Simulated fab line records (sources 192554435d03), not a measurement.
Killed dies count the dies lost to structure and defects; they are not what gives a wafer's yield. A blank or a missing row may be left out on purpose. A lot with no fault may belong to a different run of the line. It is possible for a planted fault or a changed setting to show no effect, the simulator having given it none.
Lot-split experiment    flow n5_finfet    7 lots, 39 wafers read, on a route of 1938 steps

## ON THE SPLIT
At N5_GATE_CUT_ETCH_58 (etches SiNx in CH3F/O2, target depth 17 nm, time 128.6 s), the setting bias_w was moved away from the recipe's 21 W on 12 of the 39 wafers read, by -10.0% to +15.8%. All remaining wafers had this setting at the recipe value.

The reading is taken at the split's own step.

## THE READING
rf_vpp_V, in V, at N5_GATE_CUT_ETCH_58 (etches SiNx in CH3F/O2, target depth 17 nm, time 128.6 s). A value of 99.3 V with a standard deviation of 0.84 V is what fault-free wafers of this fab line usually give.

wafer   tool, chamber at the split  bias_w as run, W  against the recipe  rf_vpp_V, V  against lot-mates on the recipe
L075.1  rie_diel-04, 3              21                recipe              97.8         -
L075.2  rie_diel-04, 1              21                recipe              99.9         -
L075.3  rie_diel-04, 2              24.18             +15.1%              109.3        +10.5
L075.4  rie_diel-04, 0              24.18             +15.1%              108.3        +9.5
L075.5  rie_diel-04, 1              24.18             +15.1%              109.4        +10.6
L075.6  rie_diel-04, 2              21                recipe              98.8         -
L080.1  rie_diel-04, 0              21                recipe              99.0         -
L080.2  rie_diel-04, 2              21                recipe              98.9         -
L080.3  rie_diel-04, 3              21                recipe              98.6         -
L080.4  rie_diel-04, 1              21                recipe              100.8        -
L080.5  rie_diel-04, 0              21                recipe              97.8         -
L080.6  rie_diel-04, 1              21                recipe              99.3         -
L083.1  rie_diel-01, 0              21                recipe              97.5         -
L083.2  rie_diel-01, 3              21                recipe              99.2         -
L083.3  rie_diel-01, 2              22.7              +8.1%               102.3        +3.6
L083.4  rie_diel-01, 1              22.7              +8.1%               104.6        +5.9
L083.5  rie_diel-01, 2              21                recipe              99.3         -
L083.6  rie_diel-01, 3              22.7              +8.1%               104.0        +5.3
L084.1  rie_diel-01, 0              21                recipe              98.7         -
L084.2  rie_diel-01, 1              21                recipe              99.3         -
L084.3  rie_diel-01, 3              21                recipe              99.5         -
L084.4  rie_diel-01, 2              21                recipe              97.9         -
L084.5  rie_diel-01, 0              21                recipe              99.1         -
L084.6  rie_diel-01, 1              21                recipe              98.8         -
L086.1  rie_diel-01, 1              21                recipe              99.4         -
L086.3  rie_diel-01, 0              21                recipe              97.6         -
L086.4  rie_diel-01, 0              21                recipe              98.2         -
L087.1  rie_diel-05, 2              21                recipe              98.9         -
L087.2  rie_diel-05, 0              21                recipe              100.1        -
L087.3  rie_diel-05, 1              18.9              -10.0%              93.1         -6.3
L087.4  rie_diel-05, 0              18.9              -10.0%              91.8         -7.6
L087.5  rie_diel-05, 2              18.9              -10.0%              94.2         -5.2
L087.6  rie_diel-05, 1              21                recipe              99.3         -
L090.1  rie_diel-05, 3              21                recipe              100.7        -
L090.2  rie_diel-05, 1              24.31             +15.8%              110.1        +10.6
L090.3  rie_diel-05, 0              21                recipe              98.3         -
L090.4  rie_diel-05, 2              24.31             +15.8%              108.6        +9.1
L090.5  rie_diel-05, 0              21                recipe              99.6         -
L090.6  rie_diel-05, 1              24.31             +15.8%              109.0        +9.5

FIT RESULTS
A straight line over all 39 wafers: rf_vpp_V changes by +0.636 V for each +1% of bias_w; r = +0.98; the points scatter about the line by 0.88 V.
The same after taking each lot's own level away (the mean of its wafers on the recipe; 39 wafers): +0.639 V for each +1%; r = +0.98; scatter 0.82 V.
Per that fit: largest bias_w move, reading shift of 10 V.
From 98.40 to 99.53 V: that is the span of the lots' own levels, equal to 1.3 times the standard deviation above.
Consequently the slope shifts little with the lot-to-lot level, the two slopes agreeing.
Check: with one of the wafers moved furthest among these (+15.8%) left out of the fit, the line predicts +9.99 V for it against its lot-mates. It came out at +10.6 V against them.
Tool readings at the split's step, against how far the setting was moved: rf_vpp_V r = +0.98.

## OTHER SPLITS ON THESE WAFERS
These wafers also went through other splits before the reading. Each is held against what the fit with the lots' levels taken away leaves over:
other split on the same wafers         wafers away from the commonest value  r with rf_vpp_V (lot level and that fit taken away)
N5_FIN_CUT_CUT_ETCH_15 target_depth_a  12                                    -0.05
N5_DUMMY_GATE_ETCH_31 target_depth_a   9                                     +0.08
N5_SD_EPI_P_EXPOSE_06 dose_mj          15                                    +0.20

## THE FILE'S OWN FIT
rf_vpp_V changes by +0.638 V for each +1% of bias_w, r = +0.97.
